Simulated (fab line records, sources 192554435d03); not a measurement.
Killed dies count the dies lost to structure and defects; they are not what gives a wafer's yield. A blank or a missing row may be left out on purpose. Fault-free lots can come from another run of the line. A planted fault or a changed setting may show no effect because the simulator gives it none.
Problem report in the 8D (eight disciplines) form, filled by code / flow n5Finfet / the parts of the form that need people (team, actions taken, sign-off) are left out

1. WHAT WENT WRONG
spinSpeedRpm at N5_BEOL_M14_COAT_65 reads a mean of 1547.7 rpm on 6 wafers of 2 lots; wafers without a fault read 1499.9 rpm with a standard deviation of 0.99. That puts it +48 standard deviations away from the usual mean.
The step: time 60 s, resist thk 450 nm.
The first sign was on wafer L898.1 at day 15 02:53, on lithoTrack-04. The record has a number at this step for 33 wafers belonging to 11 lots. Rule for "out" (also "out of limits"): further than 4 standard deviations from the usual mean. The other wafers with a number count as sound.

2. WHAT IT IS AND WHAT IT IS NOT
question=which readings at this step | is=spinSpeedRpm | is not=plateTempC
question=which lots | is=L898, L901 | is not=L890, L891, L893, L894, L895, L896, L910, L911, L912
question=which wafers of those lots | is=all that have a number | is not=-
question=read on which tools | is=lithoTrack-04 | is not=lithoTrack-02, lithoTrack-03
question=when | is=from day 15 02:53 | is not=up to then (18 sound wafers); but 9 sound wafers of L910, L911, L912 came after

3. THE SUSPECTS, EACH WITH WHAT RULES IT OUT
Counting: any tool at a process step up to the reading is kept as a suspect provided that every lot that is out went through it and no sound lot did after the first of them.
- rieDiel-03 at N5_BEOL_M14_STRIP_64 (strips in O2): kept. All lots that are out passed through it, beginning with L898 at day 15 02:50, and no sound lot followed; its final sound lot before that point was L894 at day 14 06:49. N5_BEOL_M14_STRIP_64: start missing for some lots; hours and lot order therefore follow N5_BEOL_M14_CD_MEAS_17.
- lithoTrack-04 at N5_BEOL_M14_COAT_65 (time 60 s, resist thk 450 nm): kept. All lots that are out passed through it, beginning with L898 at day 15 02:53, and no sound lot followed; its final sound lot before that point was L895 at day 14 07:11. Its own spinSpeedRpm readings are out on those wafers.
After counting, rieDiel-03 at N5_BEOL_M14_STRIP_64 and lithoTrack-04 at N5_BEOL_M14_COAT_65 remain.

4. THE CAUSE (what the simulator had put in)
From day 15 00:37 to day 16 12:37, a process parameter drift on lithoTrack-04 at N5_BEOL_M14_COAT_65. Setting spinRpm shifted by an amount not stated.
This tool is one of the 2 suspects left after counting.

5. THE EFFECT CHAIN, in route order
Rows list readings where the struck wafers' mean (over those with a number) sits beyond 3 standard deviations from the usual. Scope: only readings with a usual standard deviation given in the record; hours: median across lots of the time from each lot's start at the first step in this table that gives one to its start at this step; sigmas: change in usual standard deviations.
hours=0; step=N5_BEOL_M14_COAT_65; reading=spinSpeedRpm; usual=1499.9 rpm; on struck wafers=1547.7; change=+47.8; sigmas=+48
Its process steps:
- N5_BEOL_M14_COAT_65: time 60 s, resist thk 450 nm.

6. HOW IT WOULD HAVE BEEN CAUGHT EARLIER
In this record no reading fell out of limits until day 15 02:53, 2 hours after the fault had begun at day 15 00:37.
